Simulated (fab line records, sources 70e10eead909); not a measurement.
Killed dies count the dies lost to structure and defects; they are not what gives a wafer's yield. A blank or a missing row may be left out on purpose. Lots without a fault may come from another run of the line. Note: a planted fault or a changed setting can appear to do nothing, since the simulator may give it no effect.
fab line records ; flow nandHarc
record: lots: 24; wafers: 72; lastDay: 33
route steps=1302 shown A_M1@1194 A_BONDPAD@1223 THIN_TSV@1276
lots that met no fault: taken from a fault-free run of the same line
startH: hours from the record's opening day to when the first of the lot's shown wafers began ; waitH: hours since the lot's step before ; " same as the row above ; L1.1+2: several wafers, shown together as one row ; - value missing, or start not given ; * or withheld: withheld ; < > ~ a bound
route shown NAME@n: a module of which the file shows steps, and the number in the route of the first ; usual: mean and standard deviation over wafers with no fault ; same: alike in all rows ; chamber/n: place in a boat ; sites: per-site readings ; _std_site: their standard deviation ; _edge_site: the outer-site mean with the inner-site mean subtracted ; radiusMm: for every site, how far away it sits from the centre of the wafer ; mask NAME#n: copy n ; behind: the last tool/chamber to shape the wafer ; hold: what put the lot on hold/how long, in hours/how the hold closed ; device: which transistor (n, p or np) failed to switch ; end of line: at the end of the route, the tests of the same wafers ; a step without rows: its recipe alone ; killed: at the first sort, the dies lost to defects and structure; wafer yield is something else ; map: a wafer's dies, x killed, . not, _ none there
set.NAME: setting as actually run; set.NAME@STEP: the setting as run at that earlier step ; model.NAME: the simulator's own value behind a step, which no gauge read
steps of the route over a sample of lots; a table a step, a row a wafer
services: from which hour (startH, from the record's first day; less than 0 if before it) a tool's chamber was out of use, for how many hours, and why
== steps ==
step: NHARC_A_M1_ANNEAL_31
recipe: tempC: 225; timeS: 90
usual: wafer_temp_C_max: 226.15/0.27
lot.wafer;tool;chamber;startH;waitH;wafer_temp_C_max
L074.1;rtpAnneal-02;0;529.75;-;226.07
L074.3;rtpAnneal-02;0;529.75;-;226.51
L074.5;rtpAnneal-02;0;529.75;-;226.68
L075.2;rtpAnneal-01;0;537.39;-;226.31
L075.4;rtpAnneal-01;0;537.39;-;226.12
L075.5;rtpAnneal-01;0;537.39;-;226.15
L076.4;rtpAnneal-01;0;537.95;0.4;226.03
L076.5;rtpAnneal-01;0;537.95;0.4;226.07
L076.6;rtpAnneal-01;0;537.95;0.4;226.05
L078.1;rtpAnneal-02;0;566.16;0.3;226.20
L078.3;rtpAnneal-02;0;566.16;0.3;226.33
L078.6;rtpAnneal-02;0;566.16;0.3;226.11
L077.2;rtpAnneal-02;0;568.27;0.4;226.61
L077.3;rtpAnneal-02;0;568.27;0.4;225.94
L077.6;rtpAnneal-02;0;568.27;0.4;226.13
L079.1;rtpAnneal-01;0;586.58;0.3;226.15
L079.2;rtpAnneal-01;0;586.58;0.3;226.20
L079.4;rtpAnneal-01;0;586.58;0.3;226.03
L080.3;rtpAnneal-01;0;588.56;0.3;226.13
L080.5;rtpAnneal-01;0;588.56;0.3;225.77
L080.6;rtpAnneal-01;0;588.56;0.3;225.93
L081.1;rtpAnneal-01;0;590.74;-;226.25
L081.4;rtpAnneal-01;0;590.74;-;225.86
L081.6;rtpAnneal-01;0;590.74;-;225.70
L082.1;rtpAnneal-02;0;614.58;-;226.27
L082.2;rtpAnneal-02;0;614.58;-;226.26
L082.5;rtpAnneal-02;0;614.58;-;226.13
L083.1;rtpAnneal-02;0;618.47;0.3;225.77
L083.4;rtpAnneal-02;0;618.47;0.3;225.64
L083.5;rtpAnneal-02;0;618.47;0.3;226.21
L084.1;rtpAnneal-02;0;650.35;-;226.13
L084.3;rtpAnneal-02;0;650.35;-;225.83
L084.6;rtpAnneal-02;0;650.35;-;226.61
L085.1;rtpAnneal-02;0;651.94;-;226.01
L085.4;rtpAnneal-02;0;651.94;-;226.00
L085.6;rtpAnneal-02;0;651.94;-;226.07
L086.2;rtpAnneal-01;0;661.33;-;225.85
L086.4;rtpAnneal-01;0;661.33;-;226.17
L086.6;rtpAnneal-01;0;661.33;-;225.98
L087.1;rtpAnneal-02;0;662.27;-;226.21
L087.4;rtpAnneal-02;0;662.27;-;226.71
L087.5;rtpAnneal-02;0;662.27;-;226.59
L089.1;rtpAnneal-02;0;699.51;0.3;226.17
L089.2;rtpAnneal-02;0;699.51;0.3;226.39
L089.4;rtpAnneal-02;0;699.51;0.3;226.93
L090.2;rtpAnneal-02;0;701.39;0.3;226.13
L090.3;rtpAnneal-02;0;701.39;0.3;226.10
L090.5;rtpAnneal-02;0;701.39;0.3;226.21
L088.1;rtpAnneal-02;0;706.41;0.3;225.92
L088.4;rtpAnneal-02;0;706.41;0.3;226.15
L088.6;rtpAnneal-02;0;706.41;0.3;225.99
L093.1;rtpAnneal-01;0;711.69;0.3;225.80
L093.4;rtpAnneal-01;0;711.69;0.3;225.74
L093.6;rtpAnneal-01;0;711.69;0.3;226.08
L092.2;rtpAnneal-01;0;713.85;0.4;225.77
L092.3;rtpAnneal-01;0;713.85;0.4;225.71
L092.5;rtpAnneal-01;0;713.85;0.4;226.13
L091.4;rtpAnneal-01;0;718.47;0.4;225.77
L091.5;rtpAnneal-01;0;718.47;0.4;225.87
L091.6;rtpAnneal-01;0;718.47;0.4;225.99
L094.2;rtpAnneal-02;0;732.62;0.4;226.30
L094.3;rtpAnneal-02;0;732.62;0.4;226.18
L094.5;rtpAnneal-02;0;732.62;0.4;226.56
L095.1;rtpAnneal-01;0;736.55;0.3;226.27
L095.3;rtpAnneal-01;0;736.55;0.3;226.07
L095.6;rtpAnneal-01;0;736.55;0.3;226.04
L097.1;rtpAnneal-02;0;756.45;-;226.10
L097.2;rtpAnneal-02;0;756.45;-;226.13
L097.4;rtpAnneal-02;0;756.45;-;226.43
L096.2;rtpAnneal-01;0;757.91;0.4;226.27
L096.5;rtpAnneal-01;0;757.91;0.4;226.59
L096.6;rtpAnneal-01;0;757.91;0.4;226.85
step: NHARC_A_M1_INSPECT_27
usual: rawDefectCount: 562/140
lot.wafer;tool;chamber;startH;waitH;rawDefectCount
L074.1;defectInspect-02;-;530.88;0.0;482
L074.3;defectInspect-02;-;530.88;0.0;365
L074.5;defectInspect-02;-;530.88;0.0;491
L075.2;defectInspect-01;-;538.15;0.0;399
L075.4;defectInspect-01;-;538.15;0.0;568
L075.5;defectInspect-01;-;538.15;0.0;543
L076.4;defectInspect-02;-;538.62;0.0;514
L076.5;defectInspect-02;-;538.62;0.0;599
L076.6;defectInspect-02;-;538.62;0.0;509
L078.1;defectInspect-02;-;566.98;0.0;425
L078.3;defectInspect-02;-;566.98;0.0;484
L078.6;defectInspect-02;-;566.98;0.0;538
L077.2;defectInspect-02;-;569.04;0.0;696
L077.3;defectInspect-02;-;569.04;0.0;608
L077.6;defectInspect-02;-;569.04;0.0;590
L079.1;defectInspect-01;-;587.39;0.0;440
L079.2;defectInspect-01;-;587.39;0.0;631
L079.4;defectInspect-01;-;587.39;0.0;583
L080.3;defectInspect-01;-;589.28;0.0;534
L080.5;defectInspect-01;-;589.28;0.0;486
L080.6;defectInspect-01;-;589.28;0.0;647
L081.1;defectInspect-01;-;591.92;0.1;527
L081.4;defectInspect-01;-;591.92;0.1;499
L081.6;defectInspect-01;-;591.92;0.1;566
L082.1;defectInspect-01;-;615.39;0.0;510
L082.2;defectInspect-01;-;615.39;0.0;425
L082.5;defectInspect-01;-;615.39;0.0;360
L083.1;defectInspect-01;-;619.29;0.0;604
L083.4;defectInspect-01;-;619.29;0.0;767
L083.5;defectInspect-01;-;619.29;0.0;1286
L084.1;defectInspect-02;-;651.17;0.0;666
L084.3;defectInspect-02;-;651.17;0.0;503
L084.6;defectInspect-02;-;651.17;0.0;469
L085.1;defectInspect-02;-;652.76;0.0;354
L085.4;defectInspect-02;-;652.76;0.0;497
L085.6;defectInspect-02;-;652.76;0.0;548
L086.2;defectInspect-01;-;662.10;0.0;665
L086.4;defectInspect-01;-;662.10;0.0;609
L086.6;defectInspect-01;-;662.10;0.0;828
L087.1;defectInspect-01;-;663.10;0.0;440
L087.4;defectInspect-01;-;663.10;0.0;514
L087.5;defectInspect-01;-;663.10;0.0;404
L089.1;defectInspect-02;-;700.32;0.0;667
L089.2;defectInspect-02;-;700.32;0.0;540
L089.4;defectInspect-02;-;700.32;0.0;738
L090.2;defectInspect-01;-;702.16;0.0;498
L090.3;defectInspect-01;-;702.16;0.0;447
L090.5;defectInspect-01;-;702.16;0.0;628
L088.1;defectInspect-02;-;707.23;0.0;705
L088.4;defectInspect-02;-;707.23;0.0;310
L088.6;defectInspect-02;-;707.23;0.0;610
L093.1;defectInspect-02;-;712.54;0.0;633
L093.4;defectInspect-02;-;712.54;0.0;898
L093.6;defectInspect-02;-;712.54;0.0;512
L092.2;defectInspect-02;-;714.62;0.0;438
L092.3;defectInspect-02;-;714.62;0.0;423
L092.5;defectInspect-02;-;714.62;0.0;481
L091.4;defectInspect-01;-;719.13;0.0;418
L091.5;defectInspect-01;-;719.13;0.0;448
L091.6;defectInspect-01;-;719.13;0.0;548
L094.2;defectInspect-02;-;733.38;0.0;546
L094.3;defectInspect-02;-;733.38;0.0;536
L094.5;defectInspect-02;-;733.38;0.0;586
L095.1;defectInspect-02;-;737.36;0.0;826
L095.3;defectInspect-02;-;737.36;0.0;578
L095.6;defectInspect-02;-;737.36;0.0;566
L097.1;defectInspect-01;-;757.26;0.0;594
L097.2;defectInspect-01;-;757.26;0.0;581
L097.4;defectInspect-01;-;757.26;0.0;544
L096.2;defectInspect-01;-;758.67;0.0;574
L096.5;defectInspect-01;-;758.67;0.0;598
L096.6;defectInspect-01;-;758.67;0.0;748
step: NHARC_A_BONDPAD_ETCH_24
recipe: targetDepthA: 300; overEtchFrac: 0.3; timeS: 72.99; ionEnergyEv: 150; cf4FlowSccm: 50; n2FlowSccm: 100; arFlowSccm: 150; rfW: 300; biasW: 100; chemistry: CF4/N2
usual: drypumpMotorCurrentA: 6.0/0.4; mfcArSccm: 150.0/0.47; oesProductAu: 0.995/0.01; rfVppV: 312.8/1.3; showerheadPlenumPTorr: 2.55/0.055; throttleValvePct: 19.795/0.009
lot.wafer;tool;chamber;startH;waitH;drypumpMotorCurrentA;mfcArSccm;oesProductAu;rfHoursCounterH;rfVppV;showerheadPlenumPTorr;throttleValvePct
L074.1;rieDiel-06;3;-;-;5.9;149.3;1.002;1;313.0;2.55;19.789
L074.3;rieDiel-06;1;-;-;5.4;150.1;1.001;2;311.6;2.46;19.780
L074.5;rieDiel-06;3;-;-;5.9;149.9;1.014;-;312.7;2.55;19.804
L075.4;rieDiel-08;2;-;-;5.7;149.6;0.980;30;313.5;2.54;19.793
L075.2;rieDiel-08;3;-;-;6.5;150.0;0.994;32;313.4;2.59;19.788
L075.5;rieDiel-08;0;-;-;5.6;150.8;1.017;-;312.0;2.55;19.791
L076.4;rieDiel-08;1;-;-;6.7;149.4;0.986;27;311.7;2.58;19.797
L076.6;rieDiel-08;0;-;-;5.6;149.7;1.002;-;312.4;2.55;19.807
L076.5;rieDiel-08;1;-;-;6.7;149.3;0.990;-;312.8;2.58;19.787
L078.1;rieDiel-08;0;-;-;5.6;150.6;0.997;3;313.8;2.54;19.791
L078.3;rieDiel-08;3;-;-;6.5;150.7;0.990;5;312.3;2.59;19.799
L078.6;rieDiel-08;0;-;-;5.6;150.1;0.984;-;313.3;2.54;19.799
L077.3;rieDiel-08;0;-;-;5.6;149.8;1.002;4;313.4;2.54;19.798
L077.2;rieDiel-08;2;-;-;5.7;150.1;0.973;4;313.9;2.54;19.811
L077.6;rieDiel-08;1;-;-;6.6;150.0;0.985;-;314.1;2.58;19.797
L079.2;rieDiel-01;1;-;-;5.6;149.8;0.998;5;315.0;2.71;19.789
L079.4;rieDiel-01;2;-;-;5.9;149.9;0.995;5;313.2;2.58;19.805
L079.1;rieDiel-01;3;-;-;5.8;150.1;0.995;5;311.4;2.47;19.791
L080.3;rieDiel-08;1;-;-;6.6;150.4;0.986;7;313.3;2.58;19.789
L080.6;rieDiel-08;1;-;-;6.6;150.2;0.982;-;313.1;2.58;19.804
L080.5;rieDiel-08;2;-;-;5.7;150.4;0.984;-;313.3;2.54;19.789
L081.4;rieDiel-08;0;-;-;5.6;150.0;1.000;8;312.7;2.54;19.788
L081.1;rieDiel-08;1;-;-;6.7;150.3;0.985;7;312.9;2.58;19.788
L081.6;rieDiel-08;0;-;-;5.6;149.8;1.005;-;312.7;2.54;19.783
L082.1;rieDiel-08;2;-;-;5.7;149.6;0.978;11;312.0;2.54;19.799
L082.2;rieDiel-08;3;-;-;6.5;149.9;1.000;11;315.5;2.59;19.793
L082.5;rieDiel-08;3;-;-;6.5;150.5;1.005;-;313.8;2.59;19.790
L083.4;rieDiel-01;3;-;-;5.8;149.8;1.003;17;310.1;2.46;19.799
L083.1;rieDiel-01;1;-;-;5.6;149.9;0.995;13;315.7;2.70;19.795
L083.5;rieDiel-01;0;-;-;5.7;149.5;1.017;-;316.2;2.63;19.776
L084.1;rieDiel-08;2;-;-;5.7;149.6;0.985;18;313.5;2.54;19.783
L084.3;rieDiel-08;3;-;-;6.5;150.6;1.005;18;313.0;2.58;19.810
L084.6;rieDiel-08;1;-;-;6.6;149.5;0.992;-;312.3;2.58;19.798
L085.4;rieDiel-06;3;-;-;5.9;150.1;1.002;5;313.5;2.54;19.812
L085.1;rieDiel-06;0;-;-;6.3;150.0;1.003;5;312.0;2.47;19.787
L085.6;rieDiel-06;3;-;-;5.9;150.4;1.008;-;312.3;2.54;19.786
L086.4;rieDiel-01;0;-;-;5.7;150.4;0.999;29;315.3;2.62;19.790
L086.2;rieDiel-01;3;-;-;5.8;149.5;1.000;34;312.1;2.46;19.793
L086.6;rieDiel-01;1;-;-;5.6;149.7;1.004;-;315.9;2.70;19.797
L087.1;rieDiel-08;2;-;-;5.7;150.5;0.979;21;311.8;2.53;19.786
L087.4;rieDiel-08;1;-;-;6.6;150.0;0.996;21;312.4;2.57;19.789
L087.5;rieDiel-08;2;-;-;5.7;150.3;0.992;-;313.6;2.53;19.794
L089.2;rieDiel-06;1;-;-;5.5;149.3;0.998;1;308.7;2.46;19.791
L089.4;rieDiel-06;3;-;-;5.9;149.7;0.996;1;312.4;2.54;19.800
L089.1;rieDiel-06;0;-;-;6.3;150.7;0.989;1;312.6;2.47;19.816
L090.2;rieDiel-08;0;-;-;5.6;150.2;0.999;30;311.8;2.53;19.811
L090.3;rieDiel-08;2;-;-;5.7;150.7;0.989;28;311.8;2.53;19.798
L090.5;rieDiel-08;0;-;-;5.6;150.3;1.004;-;312.2;2.53;19.795
L088.1;rieDiel-08;3;709.83;0.2;6.5;149.8;1.001;29;312.8;2.58;19.801
L088.6;rieDiel-08;0;709.83;0.2;5.6;149.8;1.005;-;311.7;2.53;19.796
L088.4;rieDiel-08;2;709.83;0.2;5.7;149.8;0.981;-;310.9;2.53;19.800
L093.1;rieDiel-06;0;-;-;6.3;149.4;0.999;1;310.9;2.47;19.794
L093.4;rieDiel-06;2;-;-;5.8;150.3;1.000;1;312.7;2.55;19.803
L093.6;rieDiel-06;0;-;-;6.3;150.8;0.989;-;311.2;2.47;19.779
L092.3;rieDiel-06;0;-;-;6.3;150.0;0.988;1;312.1;2.47;19.782
L092.2;rieDiel-06;1;-;-;5.4;150.9;0.989;1;311.6;2.46;19.793
L092.5;rieDiel-06;3;-;-;5.9;150.6;0.993;-;312.7;2.54;19.781
L091.4;rieDiel-08;0;-;-;5.6;150.7;1.000;33;312.8;2.53;19.789
L091.6;rieDiel-08;2;-;-;5.7;150.5;0.982;-;310.8;2.53;19.784
L091.5;rieDiel-08;3;-;-;6.5;149.5;0.997;-;312.6;2.58;19.799
L094.2;rieDiel-06;0;-;-;6.3;150.1;0.983;2;312.0;2.47;19.800
L094.3;rieDiel-06;2;-;-;5.8;149.9;1.001;2;312.9;2.55;19.800
L094.5;rieDiel-06;0;-;-;6.3;149.6;0.986;-;310.5;2.47;19.806
L095.1;rieDiel-06;2;-;-;5.8;149.9;0.995;2;311.4;2.55;19.798
L095.3;rieDiel-06;0;-;-;6.3;150.1;1.003;2;311.6;2.47;19.785
L095.6;rieDiel-06;2;-;-;5.9;150.4;0.991;-;312.5;2.55;19.784
L097.1;rieDiel-01;1;-;-;5.5;150.7;1.009;5;314.6;2.69;19.812
L097.4;rieDiel-01;2;-;-;5.9;150.1;0.988;7;312.2;2.56;19.783
L097.2;rieDiel-01;3;-;-;5.8;150.7;0.998;6;310.7;2.45;19.790
L096.2;rieDiel-06;2;-;-;5.8;150.7;1.009;3;313.2;2.55;19.790
L096.6;rieDiel-06;3;-;-;5.9;150.8;0.989;-;312.1;2.54;19.803
L096.5;rieDiel-06;0;-;-;6.3;149.4;0.990;-;312.5;2.47;19.802
step: NHARC_A_BONDPAD_PRE_CLEAN_26
recipe: timeS: 30; tempC: 280; gas: H2/He
usual: heaterPowerW: 408/35
lot.wafer;tool;chamber;startH;waitH;heaterPowerW
L074.1;pvdSputter-02;-;-;-;433
L074.3;pvdSputter-02;-;-;-;433
L074.5;pvdSputter-02;-;-;-;450
L075.2;pvdSputter-03;-;-;-;409
L075.4;pvdSputter-03;-;-;-;456
L075.5;pvdSputter-03;-;-;-;396
L076.4;pvdSputter-01;-;-;-;468
L076.5;pvdSputter-01;-;-;-;348
L076.6;pvdSputter-01;-;-;-;416
L078.3;pvdSputter-03;-;-;-;369
L078.1;pvdSputter-03;-;-;-;447
L078.6;pvdSputter-03;-;-;-;361
L077.3;pvdSputter-01;-;-;-;364
L077.2;pvdSputter-01;-;-;-;415
L077.6;pvdSputter-01;-;-;-;353
L079.4;pvdSputter-03;-;-;-;453
L079.2;pvdSputter-03;-;-;-;411
L079.1;pvdSputter-03;-;-;-;414
L080.3;pvdSputter-03;-;-;-;412
L080.6;pvdSputter-03;-;-;-;413
L080.5;pvdSputter-03;-;-;-;363
L081.4;pvdSputter-02;-;-;-;441
L081.1;pvdSputter-02;-;-;-;456
L081.6;pvdSputter-02;-;-;-;401
L082.2;pvdSputter-02;-;-;-;442
L082.1;pvdSputter-02;-;-;-;391
L082.5;pvdSputter-02;-;-;-;447
L083.4;pvdSputter-01;-;-;-;457
L083.1;pvdSputter-01;-;-;-;401
L083.5;pvdSputter-01;-;-;-;456
L084.3;pvdSputter-03;-;-;-;415
L084.1;pvdSputter-03;-;-;-;368
L084.6;pvdSputter-03;-;-;-;410
L085.4;pvdSputter-03;-;-;-;400
L085.1;pvdSputter-03;-;-;-;410
L085.6;pvdSputter-03;-;-;-;447
L086.4;pvdSputter-03;-;-;-;407
L086.2;pvdSputter-03;-;-;-;448
L086.6;pvdSputter-03;-;-;-;417
L087.1;pvdSputter-01;-;-;-;360
L087.4;pvdSputter-01;-;-;-;449
L087.5;pvdSputter-01;-;-;-;462
L089.2;pvdSputter-03;-;-;-;407
L089.1;pvdSputter-03;-;-;-;360
L089.4;pvdSputter-03;-;-;-;446
L090.2;pvdSputter-01;-;-;-;457
L090.3;pvdSputter-01;-;-;-;355
L090.5;pvdSputter-01;-;-;-;368
L088.1;pvdSputter-01;-;-;-;442
L088.4;pvdSputter-01;-;-;-;358
L088.6;pvdSputter-01;-;-;-;357
L093.1;pvdSputter-02;-;-;-;443
L093.4;pvdSputter-02;-;-;-;457
L093.6;pvdSputter-02;-;-;-;380
L092.3;pvdSputter-02;-;-;-;430
L092.2;pvdSputter-02;-;-;-;452
L092.5;pvdSputter-02;-;-;-;398
L091.4;pvdSputter-03;-;-;-;374
L091.5;pvdSputter-03;-;-;-;448
L091.6;pvdSputter-03;-;-;-;384
L094.3;pvdSputter-02;-;-;-;396
L094.2;pvdSputter-02;-;-;-;427
L094.5;pvdSputter-02;-;-;-;409
L095.1;pvdSputter-02;-;-;-;398
L095.3;pvdSputter-02;-;-;-;398
L095.6;pvdSputter-02;-;-;-;382
L097.2;pvdSputter-02;-;-;-;429
L097.4;pvdSputter-02;-;-;-;393
L097.1;pvdSputter-02;-;-;-;382
L096.2;pvdSputter-03;-;-;-;457
L096.5;pvdSputter-03;-;-;-;369
L096.6;pvdSputter-03;-;-;-;455
step: NHARC_A_BONDPAD_THK_MEAS_20
recipe: thkMeasGauge: xrf
usual: thkNm: 169.8/1.4
lot.wafer;tool;chamber;startH;waitH;thkNm
L074.1;filmMetro-01;-;535.34;-;171.7
L074.3;filmMetro-01;-;535.34;-;171.3
L074.5;filmMetro-01;-;535.34;-;170.4
L075.2;filmMetro-02;-;542.66;-;170.1
L075.4;filmMetro-02;-;542.66;-;169.7
L075.5;filmMetro-02;-;542.66;-;168.4
L076.4;filmMetro-01;-;543.09;-;169.8
L076.5;filmMetro-01;-;543.09;-;170.1
L076.6;filmMetro-01;-;543.09;-;170.0
L078.1;filmMetro-01;-;571.35;-;170.8
L078.3;filmMetro-01;-;571.35;-;169.1
L078.6;filmMetro-01;-;571.35;-;169.6
L077.2;filmMetro-01;-;573.51;-;167.9
L077.3;filmMetro-01;-;573.51;-;168.5
L077.6;filmMetro-01;-;573.51;-;168.5
L079.1;filmMetro-01;-;592.03;-;168.7
L079.2;filmMetro-01;-;592.03;-;170.3
L079.4;filmMetro-01;-;592.03;-;170.4
L080.3;filmMetro-01;-;594.64;-;169.5
L080.5;filmMetro-01;-;594.64;-;166.6
L080.6;filmMetro-01;-;594.64;-;168.7
L081.1;filmMetro-02;-;596.41;-;169.5
L081.4;filmMetro-02;-;596.41;-;169.1
L081.6;filmMetro-02;-;596.41;-;171.4
L082.1;filmMetro-02;-;619.89;-;170.6
L082.2;filmMetro-02;-;619.89;-;173.9
L082.5;filmMetro-02;-;619.89;-;170.0
L083.1;filmMetro-02;-;623.84;-;167.7
L083.4;filmMetro-02;-;623.84;-;169.0
L083.5;filmMetro-02;-;623.84;-;170.5
L084.1;filmMetro-01;-;655.66;-;169.9
L084.3;filmMetro-01;-;655.66;-;168.9
L084.6;filmMetro-01;-;655.66;-;170.2
L085.1;filmMetro-02;-;657.27;-;170.8
L085.4;filmMetro-02;-;657.27;-;172.1
L085.6;filmMetro-02;-;657.27;-;172.2
L086.2;filmMetro-01;-;666.53;-;170.4
L086.4;filmMetro-01;-;666.53;-;171.6
L086.6;filmMetro-01;-;666.53;-;170.4
L087.1;filmMetro-02;-;667.60;-;170.8
L087.4;filmMetro-02;-;667.60;-;169.3
L087.5;filmMetro-02;-;667.60;-;168.7
L089.1;filmMetro-01;-;704.81;-;169.2
L089.2;filmMetro-01;-;704.81;-;171.5
L089.4;filmMetro-01;-;704.81;-;169.4
L090.2;filmMetro-01;-;706.77;-;169.4
L090.3;filmMetro-01;-;706.77;-;169.0
L090.5;filmMetro-01;-;706.77;-;172.6
L088.1;filmMetro-01;-;711.67;-;171.4
L088.4;filmMetro-01;-;711.67;-;168.5
L088.6;filmMetro-01;-;711.67;-;169.3
L093.1;filmMetro-02;-;717.02;-;168.9
L093.4;filmMetro-02;-;717.02;-;171.8
L093.6;filmMetro-02;-;717.02;-;169.5
L092.2;filmMetro-01;-;719.55;-;170.6
L092.3;filmMetro-01;-;719.55;-;167.6
L092.5;filmMetro-01;-;719.55;-;167.2
L091.4;filmMetro-01;-;723.64;-;170.4
L091.5;filmMetro-01;-;723.64;-;172.0
L091.6;filmMetro-01;-;723.64;-;170.9
L094.2;filmMetro-01;-;737.84;-;170.0
L094.3;filmMetro-01;-;737.84;-;169.9
L094.5;filmMetro-01;-;737.84;-;168.1
L095.1;filmMetro-01;-;741.84;-;168.0
L095.3;filmMetro-01;-;741.84;-;167.5
L095.6;filmMetro-01;-;741.84;-;168.5
L097.1;filmMetro-02;-;761.64;-;169.8
L097.2;filmMetro-02;-;761.64;-;169.1
L097.4;filmMetro-02;-;761.64;-;169.6
L096.2;filmMetro-01;-;763.25;-;170.8
L096.5;filmMetro-01;-;763.25;-;169.4
L096.6;filmMetro-01;-;763.25;-;167.8
step: NHARC_THIN_TSV_CMP_21
recipe: tOverpolishS: 30; targetThkNm: 2000
usual: motorCurrentA: 12.6/1.2; overpolishRunS: 30.000/0.0094
lot.wafer;tool;chamber;startH;waitH;motorCurrentA;overpolishRunS
L074.1;cmp-03;3;553.34;-;11.4;30.003
L074.3;cmp-03;0;553.34;-;12.1;30.008
L074.5;cmp-03;1;553.34;-;11.3;30.012
L075.4;cmp-01;3;560.77;-;11.9;30.012
L075.2;cmp-01;0;560.77;-;13.5;30.029
L075.5;cmp-01;2;560.77;-;13.6;29.997
L076.4;cmp-01;1;562.23;-;11.0;29.979
L076.5;cmp-01;2;562.23;-;13.1;29.987
L076.6;cmp-01;3;562.23;-;11.9;29.979
L078.1;cmp-04;0;588.09;-;12.8;29.993
L078.3;cmp-04;2;588.09;-;10.5;29.990
L078.6;cmp-04;3;588.09;-;12.2;30.005
L077.3;cmp-01;1;591.54;-;11.5;29.997
L077.2;cmp-01;0;591.54;-;13.3;29.991
L077.6;cmp-01;1;591.54;-;11.8;29.988
L079.1;cmp-04;3;610.20;-;11.6;30.009
L079.2;cmp-04;1;610.20;-;12.6;30.004
L079.4;cmp-04;2;610.20;-;10.7;29.998
L080.3;cmp-03;2;611.30;-;15.0;30.004
L080.6;cmp-03;2;611.30;-;15.1;30.002
L080.5;cmp-03;3;611.30;-;12.2;30.011
L081.4;cmp-01;0;612.87;-;13.1;30.007
L081.1;cmp-01;1;612.87;-;11.4;29.995
L081.6;cmp-01;0;612.87;-;13.6;29.986
L082.1;cmp-01;2;636.85;-;13.7;29.996
L082.2;cmp-01;3;636.85;-;12.4;29.995
L082.5;cmp-01;1;636.85;-;12.2;29.991
L083.1;cmp-03;0;640.91;-;12.3;30.007
L083.4;cmp-03;1;640.91;-;10.6;29.995
L083.5;cmp-03;3;640.91;-;11.6;29.992
L084.3;cmp-04;3;672.39;-;11.9;29.999
L084.1;cmp-04;0;672.39;-;14.0;30.003
L084.6;cmp-04;0;672.39;-;13.6;29.991
L085.4;cmp-01;3;673.73;-;12.4;29.995
L085.1;cmp-01;0;673.73;-;12.7;30.005
L085.6;cmp-01;3;673.73;-;11.9;30.003
L087.1;cmp-03;2;685.74;-;14.1;29.998
L087.4;cmp-03;0;685.74;-;12.2;29.994
L087.5;cmp-03;2;685.74;-;15.2;29.996
L086.2;cmp-01;3;686.91;-;12.1;29.995
L086.4;cmp-01;2;686.91;-;13.8;30.006
L086.6;cmp-01;3;686.91;-;11.4;30.005
L090.3;cmp-01;0;721.69;-;13.8;29.999
L090.2;cmp-01;1;721.69;-;11.5;30.000
L090.5;cmp-01;3;721.69;-;11.8;29.997
L089.1;cmp-03;3;722.79;-;11.3;30.007
L089.4;cmp-03;0;722.79;-;12.8;30.010
L089.2;cmp-03;2;722.79;-;15.5;29.994
L088.4;cmp-01;3;728.87;-;12.2;29.994
L088.1;cmp-01;2;728.87;-;13.6;30.008
L088.6;cmp-01;3;728.87;-;12.5;30.002
L093.4;cmp-03;2;737.09;-;15.3;30.013
L093.1;cmp-03;3;737.09;-;12.0;29.998
L093.6;cmp-03;1;737.09;-;10.6;30.021
L092.3;cmp-01;1;738.16;-;11.4;29.998
L092.2;cmp-01;2;738.16;-;13.2;29.999
L092.5;cmp-01;0;738.16;-;12.6;30.004
L091.4;cmp-01;1;741.23;-;11.9;30.005
L091.6;cmp-01;1;741.23;-;11.5;30.011
L091.5;cmp-01;2;741.23;-;12.9;30.010
L094.2;cmp-04;0;763.34;-;13.1;30.003
L094.3;cmp-04;3;763.34;-;11.5;29.996
L094.5;cmp-04;1;763.34;-;13.1;30.006
L095.3;cmp-03;1;764.78;-;11.4;30.018
L095.1;cmp-03;3;764.78;-;12.5;30.004
L095.6;cmp-03;0;764.78;-;13.1;30.001
L097.2;cmp-03;1;778.27;-;10.7;30.000
L097.4;cmp-03;2;778.27;-;15.3;29.994
L097.1;cmp-03;0;778.27;-;12.8;30.002
L096.2;cmp-01;3;779.68;-;12.1;29.990
L096.6;cmp-01;1;779.68;-;11.8;30.007
L096.5;cmp-01;2;779.68;-;13.7;30.012
== services ==
tool;chamber;startH;hours;kind
pvdSputter-03;-;506.56;1.5;repair
pvdSputter-03;-;526.04;10.0;pm
rieDiel-08;-;545.31;9.0;pm
rieDiel-06;2;545.67;6.0;repair
cmp-03;-;554.12;4.0;pm
cmp-01;-;579.45;4.0;pm
cmp-03;-;587.84;7.6;repair
cmp-01;-;597.02;3.1;repair
rieDiel-06;2;597.92;5.8;repair
pvdSputter-02;-;638.00;10.0;pm
cmp-03;-;652.12;4.0;pm
pvdSputter-02;-;653.27;3.6;repair
rieDiel-06;-;661.20;9.0;pm
cmp-01;-;677.45;4.0;pm
pvdSputter-02;-;684.50;5.0;repair
pvdSputter-03;-;704.04;10.0;pm
cmp-03;-;706.42;1.7;repair
rieDiel-08;1;709.58;7.9;repair
cmp-03;-;710.65;4.7;repair
rieDiel-06;-;715.81;1.0;repair
rieDiel-08;-;722.31;9.0;pm
rieDiel-06;0;740.22;8.0;repair
rtpAnneal-02;-;744.00;12.0;pm
cmp-01;-;775.45;4.0;pm
== key ==
fault none
